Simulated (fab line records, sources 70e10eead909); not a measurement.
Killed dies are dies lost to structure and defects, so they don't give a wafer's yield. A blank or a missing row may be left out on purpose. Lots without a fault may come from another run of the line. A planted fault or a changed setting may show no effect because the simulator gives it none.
Chamber matching | flow nand_harc | NHARC_A_STAIRCASE_DEP_301 on pecvd-01: 3 sister chambers
The step deposits SiON, target thk 30 nm. 14 wafers are shown with their chamber, then 7 later ones without.

WAFERS WITH THEIR CHAMBER
wafer  | chamber | heater_power_w (W) | susceptor_temp_C (C)
L075.3 | 1       | 681                | 400.12
L075.4 | 0       | 770                | 399.86
L075.5 | 2       | 863                | 400.45
L077.3 | 1       | 755                | 399.95
L077.5 | 0       | 837                | 400.15
L077.6 | 1       | 767                | 400.05
L084.1 | 0       | 822                | 399.73
L084.3 | 2       | 964                | 400.43
L084.6 | 0       | 820                | 400.19
L086.2 | 1       | 767                | 399.97
L086.3 | 0       | 788                | 400.03
L086.4 | 2       | 962                | 400.29
L087.1 | 0       | 776                | 399.81
L087.3 | 2       | 956                | 400.17

SIGNATURES (means of the wafers above)
reading          | chamber 0 | chamber 1 | chamber 2 | scatter within a chamber
heater_power_w   | 802.17    | 742.50    | 936.25    | 38.3
susceptor_temp_C | 399.9617  | 400.0225  | 400.3350  | 0.15
Rule: a wafer's distance from a chamber is the root of the sum, over the readings, of the square of ((its reading less the chamber's mean) divided by the reading's scatter). The wafer belongs to the nearest chamber; if the next one is less than 2 further off, it can't be placed. The scatter: the root of (the sum of the squares of (reading less its chamber's mean) over the shown wafers, divided by (wafers less chambers)).

WAFERS WITHOUT THEIR CHAMBER
wafer  | heater_power_w (W) | susceptor_temp_C (C)
L087.5 | 966                | 399.97
L090.1 | 701                | 399.50
L090.3 | 766                | 399.95
L090.6 | 706                | 399.90
L095.1 | 813                | 399.96
L095.2 | 782                | 399.82
L095.4 | 888                | 400.42

WHICH CHAMBER EACH WENT THROUGH
wafer  | from the rows above     | in truth
L087.5 | can't be placed: 2 or 0 | 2
L090.1 | can't be placed: 1 or 0 | 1
L090.3 | can't be placed: 1 or 0 | 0
L090.6 | can't be placed: 1 or 0 | 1
L095.1 | can't be placed: 0 or 1 | 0
L095.2 | can't be placed: 0 or 1 | 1
L095.4 | 2                       | 2
Placed correctly: 1 of 7. Can't be placed from these rows: 6 (the true chamber is among the candidates in 6). Placed wrongly: 0.
